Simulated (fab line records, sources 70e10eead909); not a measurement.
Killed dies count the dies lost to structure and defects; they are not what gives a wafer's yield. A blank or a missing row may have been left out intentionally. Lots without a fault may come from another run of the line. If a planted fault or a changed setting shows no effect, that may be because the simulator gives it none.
Matching of chambers :: flow nandHarc :: 4 sister chambers for NHARC_A_STAIRCASE_DESCUM_312 on rieDiel-03
The step chemistry O2, time 3 s. 16 wafers are shown with their chamber, then 8 later ones without.

== WAFERS WITH THEIR CHAMBER ==
wafer: L079.1
chamber: 1
showerheadPlenumPTorr (Torr): 1.77
drypumpMotorCurrentA (A): 4.7
oesProductAu (a.u.): 0.995

wafer: L079.2
chamber: 0
showerheadPlenumPTorr (Torr): 1.83
drypumpMotorCurrentA (A): 5.4
oesProductAu (a.u.): 1.013

wafer: L079.5
chamber: 1
showerheadPlenumPTorr (Torr): 1.77
drypumpMotorCurrentA (A): 4.7
oesProductAu (a.u.): 1.000

wafer: L078.2
chamber: 3
showerheadPlenumPTorr (Torr): 1.95
drypumpMotorCurrentA (A): 5.8
oesProductAu (a.u.): 1.017

wafer: L078.3
chamber: 0
showerheadPlenumPTorr (Torr): 1.83
drypumpMotorCurrentA (A): 5.4
oesProductAu (a.u.): 1.014

wafer: L078.6
chamber: 1
showerheadPlenumPTorr (Torr): 1.77
drypumpMotorCurrentA (A): 4.7
oesProductAu (a.u.): 1.006

wafer: L086.2
chamber: 2
showerheadPlenumPTorr (Torr): 1.93
drypumpMotorCurrentA (A): 5.8
oesProductAu (a.u.): 0.990

wafer: L086.3
chamber: 1
showerheadPlenumPTorr (Torr): 1.77
drypumpMotorCurrentA (A): 4.7
oesProductAu (a.u.): 1.000

wafer: L086.6
chamber: 3
showerheadPlenumPTorr (Torr): 1.95
drypumpMotorCurrentA (A): 5.9
oesProductAu (a.u.): 1.011

wafer: L087.1
chamber: 1
showerheadPlenumPTorr (Torr): 1.76
drypumpMotorCurrentA (A): 4.7
oesProductAu (a.u.): 0.988

wafer: L087.5
chamber: 3
showerheadPlenumPTorr (Torr): 1.95
drypumpMotorCurrentA (A): 5.8
oesProductAu (a.u.): 1.006

wafer: L087.6
chamber: 2
showerheadPlenumPTorr (Torr): 1.93
drypumpMotorCurrentA (A): 5.8
oesProductAu (a.u.): 0.991

wafer: L089.1
chamber: 1
showerheadPlenumPTorr (Torr): 1.76
drypumpMotorCurrentA (A): 4.7
oesProductAu (a.u.): 0.992

wafer: L089.3
chamber: 3
showerheadPlenumPTorr (Torr): 1.95
drypumpMotorCurrentA (A): 5.8
oesProductAu (a.u.): 0.985

wafer: L089.4
chamber: 2
showerheadPlenumPTorr (Torr): 1.93
drypumpMotorCurrentA (A): 5.8
oesProductAu (a.u.): 0.983

wafer: L090.2
chamber: 0
showerheadPlenumPTorr (Torr): 1.82
drypumpMotorCurrentA (A): 5.5
oesProductAu (a.u.): 0.995

SIGNATURES, as means of the wafers listed above
reading: showerheadPlenumPTorr
chamber 0: 1.8267
chamber 1: 1.7667
chamber 2: 1.9300
chamber 3: 1.9500
scatter within a chamber: 0.00408

reading: drypumpMotorCurrentA
chamber 0: 5.433
chamber 1: 4.700
chamber 2: 5.800
chamber 3: 5.825
scatter within a chamber: 0.0344

reading: oesProductAu
chamber 0: 1.00733
chamber 1: 0.99683
chamber 2: 0.98800
chamber 3: 1.00475
scatter within a chamber: 0.00938
Rule: a wafer lies at a distance from a chamber equal to the root of the sum of squares, over the readings, of (its reading less the chamber's mean, divided by the reading's scatter). The wafer belongs to the nearest chamber; if the next one is less than 2 further off, it can't be placed. The scatter: take each reading less its chamber's mean, square it, sum over the shown wafers, divide by the number of wafers less the number of chambers, and take the root.

== WAFERS MISSING THEIR CHAMBER ==
wafer: L090.3
showerheadPlenumPTorr (Torr): 1.93
drypumpMotorCurrentA (A): 5.8
oesProductAu (a.u.): 0.986

wafer: L090.6
showerheadPlenumPTorr (Torr): 1.76
drypumpMotorCurrentA (A): 4.7
oesProductAu (a.u.): 0.996

wafer: L091.2
showerheadPlenumPTorr (Torr): 1.94
drypumpMotorCurrentA (A): 5.8
oesProductAu (a.u.): 1.007

wafer: L091.3
showerheadPlenumPTorr (Torr): 1.92
drypumpMotorCurrentA (A): 5.9
oesProductAu (a.u.): 1.000

wafer: L091.6
showerheadPlenumPTorr (Torr): 1.94
drypumpMotorCurrentA (A): 5.8
oesProductAu (a.u.): 1.013

wafer: L095.1
showerheadPlenumPTorr (Torr): 1.76
drypumpMotorCurrentA (A): 4.7
oesProductAu (a.u.): 0.981

wafer: L095.4
showerheadPlenumPTorr (Torr): 1.94
drypumpMotorCurrentA (A): 5.8
oesProductAu (a.u.): 1.005

wafer: L095.5
showerheadPlenumPTorr (Torr): 1.94
drypumpMotorCurrentA (A): 5.9
oesProductAu (a.u.): 0.992

== THE CHAMBER EACH PASSED THROUGH ==
wafer: L090.3
from the rows above: 2
in truth: 2

wafer: L090.6
from the rows above: 1
in truth: 1

wafer: L091.2
from the rows above: can't be placed: 3 or 2
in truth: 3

wafer: L091.3
from the rows above: 2
in truth: 2

wafer: L091.6
from the rows above: can't be placed: 3 or 2
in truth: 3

wafer: L095.1
from the rows above: 1
in truth: 1

wafer: L095.4
from the rows above: can't be placed: 3 or 2
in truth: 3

wafer: L095.5
from the rows above: can't be placed: 3 or 2
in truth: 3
Placed correctly: 4 of 8. Can't be placed from these rows: 4 (the true chamber is among the candidates in 4). 0 placed wrongly.
